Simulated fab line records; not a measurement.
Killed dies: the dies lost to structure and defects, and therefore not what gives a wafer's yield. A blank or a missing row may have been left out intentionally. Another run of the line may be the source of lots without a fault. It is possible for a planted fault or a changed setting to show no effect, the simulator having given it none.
fab line records	flow nandHarc
record: lots: 12	wafers: 36	lastDay: 33
route steps=1302 shown P_GATE@215 P_CONTACT@218 P_M0@265
lots untouched by any fault: they come from a run of this same line in which no faults occurred
startH: hours from the record's first day to the start of the lot's first wafer shown	waitH: how many hours have passed since the lot's step before this one	" repeats the value in the row above	L1.1+2: a row that stands for several wafers	- no value present, or no start provided	* or withheld: withheld	< > ~ a bound
route shown NAME@n: a module of which the file shows steps, and the number in the route of the first	usual: the fault-free wafers' mean and standard deviation	same: alike in all rows	chamber/n: place in a boat	sites: the reading at each site	_std_site: standard deviation of those values	_edge_site: outer sites' mean less inner sites'	radiusMm: how far each site lies from the wafer's centre	mask NAME#n: copy n	behind: the tool/chamber that last shaped the wafer	hold: why the lot went on hold/how many hours it stayed there/how the hold came to an end	device: the transistor (n, p or np) that didn't switch	end of line: tests run on the same wafers once the route is complete	where a step has no rows: the recipe by itself	killed: count of dies lost to structure and defects at first sort (not the wafer's yield)	map: shows each die of a wafer: x if killed, . if not, _ if none is there
set.NAME: setting as actually run; set.NAME@STEP: the setting as run at that earlier step	model.NAME: the simulator's own value behind a step, which no gauge read
route steps across a sampled set of lots; one table per step, one row per wafer
services: the hour from which a tool's chamber was out of use, counted from the record's first day as startH (under 0 if before that day), plus the number of hours and why
== steps ==
step: NHARC_P_GATE_RTA_82
recipe: tempC: 450	timeS: 30
usual: lampPowerPct: 4.25/0.078	lamp_zone_5_pct: 4.26/0.078	wafer_temp_C_max: 451.6/0.36
lot.wafer	tool	chamber	startH	waitH	lampPowerPct	lamp_zone_5_pct	wafer_temp_C_max
L351.3	rtpAnneal-01	0	115.31	-	4.33	4.34	451.9
L351.4	"	0	"	"	4.33	4.34	452.3
L351.6	"	0	"	"	4.33	4.34	452.0
L352.1	rtpAnneal-01	0	121.31	-	4.33	4.34	451.0
L352.2	"	0	"	"	4.33	4.35	451.1
L352.4	"	0	"	"	4.32	4.34	451.6
L353.2	rtpAnneal-02	0	133.61	-	4.17	4.19	452.1
L353.4	"	0	"	"	4.17	4.19	452.2
L353.5	"	0	"	"	4.17	4.18	451.7
L355.1	rtpAnneal-02	0	155.21	-	4.16	4.19	452.2
L355.4	"	0	"	"	4.17	4.19	452.3
L355.6	"	0	"	"	4.16	4.19	452.2
L357.3	rtpAnneal-01	0	174.98	-	4.32	4.35	451.5
L357.5	"	0	"	"	4.33	4.35	451.5
L357.6	"	0	"	"	4.33	4.35	452.3
L361.1	rtpAnneal-01	0	221.14	-	4.31	4.34	451.3
L361.2	"	0	"	"	4.32	4.34	451.6
L361.4	"	0	"	"	4.33	4.34	451.3
L363.1	rtpAnneal-02	0	230.63	-	4.17	4.19	451.7
L363.2	"	0	"	"	4.17	4.19	451.8
L363.6	"	0	"	"	4.16	4.19	452.1
L366.3	rtpAnneal-02	0	264.89	-	4.17	4.19	452.2
L366.4	"	0	"	"	4.17	4.19	451.4
L366.5	"	0	"	"	4.17	4.19	452.1
L368.2	rtpAnneal-01	0	286.16	-	4.33	4.34	451.9
L368.4	"	0	"	"	4.32	4.35	451.5
L368.6	"	0	"	"	4.33	4.35	451.7
L371.2	rtpAnneal-01	0	317.59	-	4.33	4.35	452.3
L371.5	"	0	"	"	4.33	4.35	451.4
L371.6	"	0	"	"	4.32	4.34	451.1
L372.3	rtpAnneal-01	0	330.83	-	4.32	4.34	451.2
L372.5	"	0	"	"	4.33	4.33	451.6
L372.6	"	0	"	"	4.32	4.34	451.2
L374.3	rtpAnneal-01	0	351.57	-	4.33	4.34	452.2
L374.5	"	0	"	"	4.33	4.34	451.8
L374.6	"	0	"	"	4.33	4.34	451.4
step: NHARC_P_CONTACT_DEP_00
recipe: targetThkA: 5000	tempC: 400	pressureTorr: 6.5	rfW: 900	teosFlowSccm: 161.4	flowSccm: 2650	targetThkNm: 500	gas: O2	material: SiO2
usual: heaterPowerW: 513/63	throttleValvePct: 16.1/0.43
lot.wafer	tool	chamber	startH	waitH	heaterPowerW	sinceWetCleanH	throttleValvePct
L351.3	pecvd-03	0	-	-	550	99	16.4
L351.6	"	2	"	"	464	-	15.7
L351.4	"	0	"	"	579	-	16.4
L352.2	pecvd-03	0	-	-	596	105	16.0
L352.1	"	2	"	"	465	105	16.1
L352.4	"	0	"	"	621	-	16.5
L353.2	pecvd-03	0	-	-	643	117	16.1
L353.4	"	1	"	"	501	-	15.5
L353.5	"	0	"	"	646	-	16.0
L355.1	pecvd-01	1	-	-	574	13	16.8
L355.4	"	0	"	"	467	-	15.8
L355.6	"	1	"	"	584	-	16.6
L357.3	pecvd-02	2	-	-	473	115	16.6
L357.6	"	1	"	"	524	-	15.7
L357.5	"	2	"	"	505	-	16.6
L361.2	pecvd-01	2	-	-	492	79	16.2
L361.1	"	1	"	"	558	79	16.7
L361.4	"	2	"	"	504	-	16.1
L363.1	pecvd-01	2	-	-	502	88	16.1
L363.2	"	1	"	"	605	88	16.7
L363.6	"	0	"	"	460	-	16.2
L366.3	pecvd-01	0	-	-	589	122	16.2
L366.4	"	1	"	"	569	-	16.8
L366.5	"	0	"	"	592	-	16.5
L368.2	pecvd-03	2	-	-	514	89	15.8
L368.6	"	1	"	"	394	-	15.4
L368.4	"	2	"	"	397	-	15.6
L371.2	pecvd-03	2	-	-	463	120	15.8
L371.6	"	2	"	"	485	-	15.6
L371.5	"	0	"	"	594	-	16.1
L372.3	pecvd-01	2	-	-	558	7	16.3
L372.6	"	0	"	"	708	-	15.7
L372.5	"	1	"	"	516	-	16.7
L374.3	pecvd-01	1	-	-	592	28	16.8
L374.6	"	1	"	"	616	-	16.9
L374.5	"	2	"	"	592	-	16.3
step: NHARC_P_CONTACT_CVD_23
recipe: targetThkA: 2000	tempC: 300	pressureTorr: 40	wf6FlowSccm: 40	h2FlowSccm: 1600	arFlowSccm: 1560	timeS: 557	material: W
usual: heaterPowerW: 479/33	throttleValvePct: 8.1/0.31
lot.wafer	tool	chamber	startH	waitH	heaterPowerW	sinceWetCleanH	throttleValvePct
L351.4	cvdW-01	1	119.47	-	500	-	7.8
L351.3	"	0	"	"	543	-	7.9
L351.6	"	1	"	"	489	-	7.7
L352.2	cvdW-02	0	125.21	-	443	24	8.2
L352.1	"	1	"	"	461	24	8.3
L352.4	"	0	"	"	448	-	8.4
L353.2	cvdW-01	0	137.49	-	548	120	7.9
L353.4	"	1	"	"	488	-	7.8
L353.5	"	0	"	"	548	-	7.5
L355.1	cvdW-02	0	159.27	-	453	58	8.4
L355.4	"	1	"	"	468	-	8.2
L355.6	"	1	"	"	464	-	8.1
L357.3	cvdW-01	1	179.22	-	488	-	7.9
L357.5	"	0	"	"	563	-	7.8
L357.6	"	1	"	"	494	-	8.0
L361.2	cvdW-01	0	225.36	-	523	27	7.7
L361.1	"	1	"	"	467	27	7.7
L361.4	"	1	"	"	480	-	7.9
L363.1	cvdW-01	1	234.54	-	464	36	8.3
L363.2	"	1	"	"	478	-	8.1
L363.6	"	1	"	"	478	-	7.8
L366.3	cvdW-01	0	269.04	-	515	-	7.7
L366.4	"	1	"	"	482	-	8.0
L366.5	"	1	"	"	481	-	7.8
L368.2	cvdW-01	0	290.26	-	510	92	7.6
L368.4	"	1	"	"	486	-	8.0
L368.6	"	0	"	"	521	-	7.6
L371.2	cvdW-02	0	321.69	-	454	40	8.4
L371.6	"	1	"	"	446	-	8.3
L371.5	"	0	"	"	463	-	8.3
L372.3	cvdW-02	1	335.06	-	456	-	8.4
L372.5	"	1	"	"	456	-	8.2
L372.6	"	1	"	"	444	-	8.6
L374.3	cvdW-02	1	356.00	-	454	-	8.1
L374.5	"	1	"	"	449	-	8.5
L374.6	"	1	"	"	471	-	8.6
step: NHARC_P_CONTACT_CMP_24
recipe: tOverpolishS: 30	targetThkNm: 200
usual: motorCurrentA: 12.0/0.77	overpolishRunS: 30.000/0.0092	retainingRingPressureFrac: 1.000/0.0049	timeToEndpointS: 40.8/2.9
lot.wafer	tool	chamber	startH	waitH	motorCurrentA	overpolishRunS	retainingRingPressureFrac	timeToEndpointS
L351.3	cmp-02	3	119.99	0.3	14.5	30.013	0.997	39.8
L351.4	"	0	"	"	13.2	30.008	0.997	43.6
L351.6	"	1	"	"	11.7	30.007	0.998	41.4
L352.1	cmp-03	2	125.88	0.5	12.7	29.995	0.999	39.5
L352.2	"	3	"	"	12.2	30.008	1.001	42.1
L352.4	"	0	"	"	12.2	30.007	0.998	39.8
L353.2	cmp-03	2	138.17	0.6	13.5	29.993	1.000	38.1
L353.4	"	3	"	"	11.1	29.989	1.012	40.3
L353.5	"	1	"	"	10.6	30.010	1.004	37.7
L355.1	cmp-01	3	159.92	0.6	11.8	29.998	0.999	35.3
L355.4	"	0	"	"	12.2	30.003	1.006	38.9
L355.6	"	3	"	"	11.6	30.004	1.005	34.3
L357.3	cmp-01	0	179.62	0.3	12.9	30.015	1.000	39.2
L357.6	"	3	"	"	11.4	30.020	0.999	35.6
L357.5	"	0	"	"	12.5	30.004	1.002	39.5
L361.2	cmp-03	0	226.02	0.6	12.7	29.994	0.997	41.8
L361.1	"	1	"	"	10.9	29.990	1.005	38.9
L361.4	"	2	"	"	12.6	29.999	1.003	38.3
L363.2	cmp-01	0	235.72	0.8	12.2	29.989	1.017	41.3
L363.1	"	2	"	"	12.3	29.988	0.998	45.1
L363.6	"	0	"	"	12.9	29.989	1.005	41.4
L366.3	cmp-01	2	269.50	0.4	11.8	29.998	0.996	76.7
L366.4	"	1	"	"	12.1	30.009	1.006	41.3
L366.5	"	2	"	"	12.0	29.994	1.001	41.5
L368.2	cmp-01	3	290.81	0.5	11.0	30.002	1.002	70.5
L368.4	"	1	"	"	12.3	30.007	0.993	42.3
L368.6	"	0	"	"	11.9	30.007	1.003	73.1
L371.2	cmp-02	2	322.31	0.5	11.6	29.998	1.000	43.1
L371.5	"	0	"	"	12.9	29.988	1.000	43.7
L371.6	"	1	"	"	11.7	29.988	1.007	44.0
L372.3	cmp-03	1	335.96	0.7	10.5	30.000	1.005	37.4
L372.6	"	2	"	"	12.5	29.989	1.000	40.5
L372.5	"	3	"	"	10.9	30.000	1.005	45.1
L374.3	cmp-02	1	356.84	0.7	11.8	29.989	0.996	42.1
L374.5	"	1	"	"	11.8	30.004	0.994	43.0
L374.6	"	2	"	"	11.8	29.991	0.996	41.9
step: NHARC_P_M0_INSPECT_11
usual: rawDefectCount: 4.3/2.4
lot.wafer	tool	chamber	startH	waitH	rawDefectCount
L351.3	defectInspect-01	-	121.26	0.0	3
L351.4	"	-	"	"	0
L351.6	"	-	"	"	5
L352.1	defectInspect-01	-	127.28	0.0	3
L352.2	"	-	"	"	4
L352.4	"	-	"	"	3
L353.2	defectInspect-02	-	139.57	0.0	2
L353.4	"	-	"	"	1
L353.5	"	-	"	"	3
L355.1	defectInspect-01	-	161.36	0.0	6
L355.4	"	-	"	"	6
L355.6	"	-	"	"	4
L357.3	defectInspect-01	-	181.03	0.0	1
L357.5	"	-	"	"	3
L357.6	"	-	"	"	5
L361.1	defectInspect-02	-	227.32	0.0	2
L361.2	"	-	"	"	4
L361.4	"	-	"	"	4
L363.1	defectInspect-01	-	237.26	0.0	3
L363.2	"	-	"	"	6
L363.6	"	-	"	"	6
L366.3	defectInspect-02	-	271.07	0.0	3
L366.4	"	-	"	"	5
L366.5	"	-	"	"	4
L368.2	defectInspect-01	-	292.12	0.0	5
L368.4	"	-	"	"	4
L368.6	"	-	"	"	3
L371.2	defectInspect-01	-	323.57	0.0	2
L371.5	"	-	"	"	3
L371.6	"	-	"	"	5
L372.3	defectInspect-02	-	337.31	0.0	5
L372.5	"	-	"	"	2
L372.6	"	-	"	"	2
L374.3	defectInspect-02	-	358.26	0.0	2
L374.5	"	-	"	"	1
L374.6	"	-	"	"	5
== services ==
tool	chamber	startH	hours	kind
cmp-02	-	101.84	0.8	repair
cmp-01	-	122.04	8.7	repair
pecvd-01	-	130.00	13.0	pm
cvdW-02	-	158.09	0.8	repair
cmp-03	-	162.00	4.0	pm
pecvd-03	-	185.09	13.0	pm
cvdW-01	-	185.21	13.0	pm
cmp-01	-	185.73	4.0	pm
cvdW-01	1	204.45	3.7	repair
cmp-01	-	205.57	0.6	repair
cmp-03	-	206.18	1.6	repair
cmp-01	-	218.58	1.5	repair
cmp-03	-	219.44	1.2	repair
cvdW-01	0	227.98	9.9	repair
cmp-03	-	260.00	4.0	pm
cvdW-02	-	269.00	13.0	pm
cmp-01	-	283.73	4.0	pm
cmp-01	-	289.29	1.3	repair
pecvd-01	0	290.70	8.9	repair
pecvd-01	-	311.00	13.0	pm
cvdW-01	1	329.73	5.2	repair
cvdW-02	0	333.60	41.5	repair
pecvd-03	2	337.48	3.6	repair
cvdW-01	-	348.57	1.8	repair
== key ==
firstSign: step: NHARC_P_CONTACT_CMP_24	reading: timeToEndpointS	direction: up	sigmas: 11	usual: *	struck: *
effect none on later readings
metAt NHARC_P_CONTACT_CVD_23
struckLots L366,L368
struckWafers L366.3,L368.2,L368.6
testerLeftOut L366,L368
notActingAt NHARC_P_GATE_RTA_82,NHARC_P_CONTACT_DEP_00,NHARC_P_M0_INSPECT_11
onsetBetween 225.36 269.04
fault: kind: processParameterDrift	tool: cvdW-01	chamber: 0	onsetH: 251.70	steps: NHARC_P_CONTACT_CVD_23	channel: targetThkA	offset: *	shape: step	endH: 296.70	actsIn: *	stated: *
testerLeftOut: of these lots the tester's yield and bins aren't shown, on N5 and GAA mostly nor the transistor test; their killed dies are dies lost to structure and defects alone, not to doping, threshold or leakage, so they don't give the yield
